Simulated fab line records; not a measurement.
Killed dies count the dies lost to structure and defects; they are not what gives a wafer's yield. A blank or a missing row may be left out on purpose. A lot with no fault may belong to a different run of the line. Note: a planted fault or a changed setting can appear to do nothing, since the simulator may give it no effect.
A struck lot beside a sound one ; flow n5_finfet ; 15 out of 1938 route steps
Sound: wafers L161.3, L161.4, L161.5. Struck: wafers L151.3, L151.4. (L151.1 of the same lot was not struck and is left out.) The cause comes at the end.
Each step with rows lists, per side, the tool, then ch with its chambers, then its first start. Under that, the readings that differ: sound wafers ; struck wafers ; difference of the means ; sigmas: that difference in standard deviations of wafers without a fault.
alike: readings with means less than 2 such deviations apart, plus words and numbers identical on both sides. not compared: withheld readings, readings lacking a value on some wafer, bounds such as >300 that could conceal the same value, and numbers that have no deviation in the record and whose values overlap.
A row with sigmas, a row that says differs or no value, or rows on one side alone: a step with any of these is where the two part. Non-overlapping numbers with no deviation appear without sigmas and do not part them. Lack of a reading on every wafer of one side parts them only where that side has two or more wafers.

N5_BEOL_M10_STRIP_77: strips in N2/H2, time 10 s.
  sound on rie_diel-05 ch 0,1,3; struck on rie_diel-01 ch 1,2
  alike: bias_power_w, drypump_motor_current_A, oes_product_au, rf_vpp_V, showerhead_plenum_p_Torr, throttle_valve_pct
  not compared: rf_hours_counter_h
N5_BEOL_M10_OCD_MEAS_38:
  sound on ocd-01 at day 15 11:02; struck on ocd-02 at day 13 03:07
  alike: trench_depth_nm
then, 4 steps without rows for these wafers: N5_BEOL_M10_HM_STRIP_39 (strips TiN in peroxide tin strip, target depth 25 nm, time 158 s); N5_BEOL_M10_SRD_40 (time 30 s); N5_BEOL_M10_PRECLEAN_42 (cleans in residue remover, time 60 s); N5_BEOL_M10_SRD_43 (time 30 s).
N5_BEOL_M10_CD_MEAS_35: the cd target is 70 nm.
  sound on cd_sem-01 at day 15 11:16; struck on cd_sem-02 at day 13 03:18
  alike: cd_nm
N5_BEOL_M10_CURE_72: cures SiCOH lowk, time 120 s.
  sound on uv_cure-02 ch 2, day 15 11:25; struck on uv_cure-01 ch 2, day 13 03:21
  alike: lamp_power_pct, wafer_temp_C_max
then, 1 step without rows for these wafers: N5_BEOL_M10_DEGAS_44 (time 60 s).
N5_BEOL_M10_PRE_CLEAN_45: time 30 s.
  sound on pvd_sputter-01 at day 15 11:40; struck on pvd_sputter-03 at day 13 04:50
  alike: heater_power_w, susceptor_temp_C
then, 1 step without rows for these wafers: N5_BEOL_M10_ALD_74 (deposits TaN, target thk 2 nm, pulse time 2 s, purge time 3 s).
N5_BEOL_M10_SURFACE_TREAT_76:
  sound on pvd_sputter-03 at day 15 13:02; struck on pvd_sputter-01 at day 13 05:13
  not compared: throttle_valve_pct
N5_BEOL_M10_CVD_75: deposits Co from CCTBA/H2, target thk 2 nm, time 138.9 s.
  sound on cvd_co-02 ch 0,1,2, day 15 13:19; struck on cvd_co-01 ch 1,2, day 13 05:23
reading;sound;struck;difference;sigmas
run_length_s (s);162.1 161.6 161.5;200.5 201.0;+39.0;+60
N5_BEOL_M10_SPUTTER_48: material Cu, target thk 12 nm, time 2 s.
  sound on pvd_sputter-01 at day 15 13:37; struck on pvd_sputter-03 at day 13 05:33
  alike: chuck_gas_flow_sccm, susceptor_temp_C, throttle_valve_pct
N5_PASSIVATION_PROBE_49:
  rows exist in the record for the struck wafers here (prober-01, day 15 03:58), but not for the sound ones

== WHERE THEY PART ==
Last at N5_PASSIVATION_PROBE_49 as far as this record goes, first at N5_BEOL_M10_CVD_75.

WHY: what had been put in by the simulator
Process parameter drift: cvd_co-01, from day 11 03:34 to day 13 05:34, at N5_BEOL_M10_CVD_75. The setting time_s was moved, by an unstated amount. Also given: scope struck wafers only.
